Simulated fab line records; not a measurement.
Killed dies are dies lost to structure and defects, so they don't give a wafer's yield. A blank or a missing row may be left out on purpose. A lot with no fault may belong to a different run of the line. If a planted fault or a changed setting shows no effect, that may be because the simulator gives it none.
Matching of chambers || flow n5-finfet || cmp-04 running N5_BEOL_M12_CMP_49: 4 sister chambers
The step polishes, stops on SiOC, t overpolish 20.6 s, target thk 320 nm. 4 wafers are shown with their chamber, then 7 later ones without.

WAFERS PAIRED WITH THEIR CHAMBERS
{"wafer": "L084.4", "chamber": 0, "motor-current-A (A)": 5.8}
{"wafer": "L084.6", "chamber": 1, "motor-current-A (A)": 4.8}
{"wafer": "L088.1", "chamber": 2, "motor-current-A (A)": 5.7}
{"wafer": "L088.4", "chamber": 3, "motor-current-A (A)": 5.9}

WAFERS MISSING THEIR CHAMBER
{"wafer": "L088.5", "motor-current-A (A)": 6.0}
{"wafer": "L095.2", "motor-current-A (A)": 6.2}
{"wafer": "L095.5", "motor-current-A (A)": 5.6}
{"wafer": "L095.6", "motor-current-A (A)": 4.5}
{"wafer": "L097.2", "motor-current-A (A)": 5.6}
{"wafer": "L097.3", "motor-current-A (A)": 5.8}
{"wafer": "L097.5", "motor-current-A (A)": 5.9}

WHICH CHAMBER EACH ONE RAN IN
{"wafer": "L088.5", "from the rows above": "can't be placed: 3 or 0 or 2", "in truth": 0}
{"wafer": "L095.2", "from the rows above": "can't be placed: 3 or 0 or 2", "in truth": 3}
{"wafer": "L095.5", "from the rows above": "can't be placed: 2 or 0 or 3", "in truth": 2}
{"wafer": "L095.6", "from the rows above": 1, "in truth": 1}
{"wafer": "L097.2", "from the rows above": "can't be placed: 2 or 0 or 3", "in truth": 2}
{"wafer": "L097.3", "from the rows above": "can't be placed: 0 or 2 or 3", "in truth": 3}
{"wafer": "L097.5", "from the rows above": "can't be placed: 3 or 0 or 2", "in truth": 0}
1 of 7 placed correctly. From these rows, 6 cannot be placed; in 6 the true chamber is one of the candidates. Number placed wrongly: 0.
How it was worked out, from the rows above alone: a wafer's distance from a chamber is the root of the sum, over the readings, of the square of ((its reading less the chamber's mean) divided by the reading's scatter). The wafer belongs to the nearest chamber; if the next one is less than 2 further off, it can't be placed. The mean given for a chamber averages the wafers shown for that chamber. The scatter (one wafer shown for each chamber): square how far every hidden wafer sits from the nearest shown wafer, average those squares and take the square root.
